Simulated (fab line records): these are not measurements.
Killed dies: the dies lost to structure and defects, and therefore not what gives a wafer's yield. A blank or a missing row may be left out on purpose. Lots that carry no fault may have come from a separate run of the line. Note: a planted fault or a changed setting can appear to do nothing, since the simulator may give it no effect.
Matching of chambers || flow nand_harc || NHARC_A_STAIRCASE_ETCH_169 on rie_diel-09: 4 sister chambers
The step etches the open film in CH3F/O2, target depth 50 nm, time 107.1 s. 16 wafers are shown with their chamber, then 8 later ones without.

## WAFERS WITH THEIR CHAMBER
{"wafer": "L075.1", "chamber": 3, "drypump_motor_current_A (A)": 6.6, "showerhead_plenum_p_Torr (Torr)": 2.47, "rf_vpp_V (V)": 244.7}
{"wafer": "L075.2", "chamber": 1, "drypump_motor_current_A (A)": 5.7, "showerhead_plenum_p_Torr (Torr)": 2.44, "rf_vpp_V (V)": 244.7}
{"wafer": "L075.4", "chamber": 2, "drypump_motor_current_A (A)": 5.5, "showerhead_plenum_p_Torr (Torr)": 2.52, "rf_vpp_V (V)": 246.2}
{"wafer": "L080.3", "chamber": 0, "drypump_motor_current_A (A)": 5.7, "showerhead_plenum_p_Torr (Torr)": 2.42, "rf_vpp_V (V)": 243.6}
{"wafer": "L080.5", "chamber": 1, "drypump_motor_current_A (A)": 5.7, "showerhead_plenum_p_Torr (Torr)": 2.44, "rf_vpp_V (V)": 245.5}
{"wafer": "L080.6", "chamber": 2, "drypump_motor_current_A (A)": 5.5, "showerhead_plenum_p_Torr (Torr)": 2.52, "rf_vpp_V (V)": 244.2}
{"wafer": "L084.1", "chamber": 2, "drypump_motor_current_A (A)": 5.5, "showerhead_plenum_p_Torr (Torr)": 2.51, "rf_vpp_V (V)": 244.7}
{"wafer": "L084.2", "chamber": 3, "drypump_motor_current_A (A)": 6.6, "showerhead_plenum_p_Torr (Torr)": 2.46, "rf_vpp_V (V)": 245.1}
{"wafer": "L084.4", "chamber": 0, "drypump_motor_current_A (A)": 5.8, "showerhead_plenum_p_Torr (Torr)": 2.41, "rf_vpp_V (V)": 244.6}
{"wafer": "L086.1", "chamber": 2, "drypump_motor_current_A (A)": 5.5, "showerhead_plenum_p_Torr (Torr)": 2.51, "rf_vpp_V (V)": 244.5}
{"wafer": "L086.2", "chamber": 3, "drypump_motor_current_A (A)": 6.6, "showerhead_plenum_p_Torr (Torr)": 2.45, "rf_vpp_V (V)": 244.5}
{"wafer": "L086.6", "chamber": 2, "drypump_motor_current_A (A)": 5.5, "showerhead_plenum_p_Torr (Torr)": 2.51, "rf_vpp_V (V)": 246.0}
{"wafer": "L090.1", "chamber": 0, "drypump_motor_current_A (A)": 5.7, "showerhead_plenum_p_Torr (Torr)": 2.41, "rf_vpp_V (V)": 244.9}
{"wafer": "L090.5", "chamber": 1, "drypump_motor_current_A (A)": 5.7, "showerhead_plenum_p_Torr (Torr)": 2.42, "rf_vpp_V (V)": 244.3}
{"wafer": "L090.6", "chamber": 0, "drypump_motor_current_A (A)": 5.7, "showerhead_plenum_p_Torr (Torr)": 2.41, "rf_vpp_V (V)": 242.3}
{"wafer": "L091.2", "chamber": 0, "drypump_motor_current_A (A)": 5.8, "showerhead_plenum_p_Torr (Torr)": 2.41, "rf_vpp_V (V)": 243.3}

SIGNATURES (means of the wafers above)
{"reading": "drypump_motor_current_A", "chamber 0": 5.740, "chamber 1": 5.700, "chamber 2": 5.500, "chamber 3": 6.600, "scatter within a chamber": 0.0316}
{"reading": "showerhead_plenum_p_Torr", "chamber 0": 2.4120, "chamber 1": 2.4333, "chamber 2": 2.5140, "chamber 3": 2.4600, "scatter within a chamber": 0.00745}
{"reading": "rf_vpp_V", "chamber 0": 243.740, "chamber 1": 244.833, "chamber 2": 245.120, "chamber 3": 244.767, "scatter within a chamber": 0.849}
Rule: for each reading, subtract the chamber's mean from the wafer's reading, divide by that reading's scatter and square the result; add these up over the readings and take the root, which gives the wafer's distance from the chamber. If the next closest chamber is less than 2 further off than the closest, the wafer can't be placed; otherwise it belongs to the closest. The scatter: the root of (the sum of the squares of (reading less its chamber's mean) over the shown wafers, divided by (wafers less chambers)).

## WAFERS WITH NO CHAMBER GIVEN
{"wafer": "L091.4", "drypump_motor_current_A (A)": 6.6, "showerhead_plenum_p_Torr (Torr)": 2.45, "rf_vpp_V (V)": 245.7}
{"wafer": "L091.6", "drypump_motor_current_A (A)": 6.6, "showerhead_plenum_p_Torr (Torr)": 2.45, "rf_vpp_V (V)": 244.0}
{"wafer": "L094.2", "drypump_motor_current_A (A)": 5.8, "showerhead_plenum_p_Torr (Torr)": 2.40, "rf_vpp_V (V)": 243.7}
{"wafer": "L094.5", "drypump_motor_current_A (A)": 5.7, "showerhead_plenum_p_Torr (Torr)": 2.42, "rf_vpp_V (V)": 244.4}
{"wafer": "L094.6", "drypump_motor_current_A (A)": 5.4, "showerhead_plenum_p_Torr (Torr)": 2.50, "rf_vpp_V (V)": 247.2}
{"wafer": "L097.3", "drypump_motor_current_A (A)": 5.5, "showerhead_plenum_p_Torr (Torr)": 2.49, "rf_vpp_V (V)": 244.1}
{"wafer": "L097.5", "drypump_motor_current_A (A)": 5.7, "showerhead_plenum_p_Torr (Torr)": 2.40, "rf_vpp_V (V)": 242.4}
{"wafer": "L097.6", "drypump_motor_current_A (A)": 5.7, "showerhead_plenum_p_Torr (Torr)": 2.41, "rf_vpp_V (V)": 242.8}

## CHAMBER TAKEN BY EACH
{"wafer": "L091.4", "from the rows above": 3, "in truth": 3}
{"wafer": "L091.6", "from the rows above": 3, "in truth": 3}
{"wafer": "L094.2", "from the rows above": 0, "in truth": 0}
{"wafer": "L094.5", "from the rows above": "can't be placed: 0 or 1", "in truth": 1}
{"wafer": "L094.6", "from the rows above": 2, "in truth": 2}
{"wafer": "L097.3", "from the rows above": 2, "in truth": 2}
{"wafer": "L097.5", "from the rows above": 0, "in truth": 0}
{"wafer": "L097.6", "from the rows above": 0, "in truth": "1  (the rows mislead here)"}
Correct placement for 6 of the 8. Unplaceable from these rows: 1, with the true chamber sitting among the candidates in 1. Placed wrongly: 1.
